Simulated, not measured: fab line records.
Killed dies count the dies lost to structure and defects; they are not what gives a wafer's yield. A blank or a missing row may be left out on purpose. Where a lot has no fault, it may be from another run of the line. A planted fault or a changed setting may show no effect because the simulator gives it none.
Matching of chambers ; flow nand-harc ; 4 sister chambers for NHARC_A_STAIRCASE_TRIM_12 on rie-diel-10
The step chemistry O2, time 211.2 s. 4 wafers are shown with their chamber, then 10 later ones without.

## EACH WAFER AND ITS CHAMBER
wafer;chamber;drypump-motor-current-A (A)
L083.5;1;6.4
L085.4;0;5.0
L085.5;2;5.8
L087.5;3;5.8

## WAFERS MISSING THEIR CHAMBER
wafer;drypump-motor-current-A (A)
L087.6;5.0
L090.1;6.4
L090.3;5.9
L090.5;6.4
L096.1;5.0
L096.3;5.8
L096.6;5.8
L097.1;5.9
L097.2;6.5
L097.4;5.8

## EACH ONE'S CHAMBER
wafer;from the rows above;in truth
L087.6;0;0
L090.1;1;1
L090.3;can't be placed: 2 or 3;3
L090.5;1;1
L096.1;0;0
L096.3;can't be placed: 2 or 3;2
L096.6;can't be placed: 2 or 3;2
L097.1;can't be placed: 2 or 3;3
L097.2;1;1
L097.4;can't be placed: 2 or 3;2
Correct placement for 5 of the 10. Unplaceable from these rows: 5, with the true chamber sitting among the candidates in 5. Placed wrongly: 0.
How it was worked out, from the rows above alone: a wafer's distance from a chamber is the root of the sum, over the readings, of the square of ((its reading less the chamber's mean) divided by the reading's scatter). The wafer belongs to the nearest chamber; if the next one is less than 2 further off, it can't be placed. For every chamber, the mean is computed from those of its wafers that are shown. The scatter (one wafer shown for each chamber): square how far every hidden wafer sits from the nearest shown wafer, average those squares and take the square root.
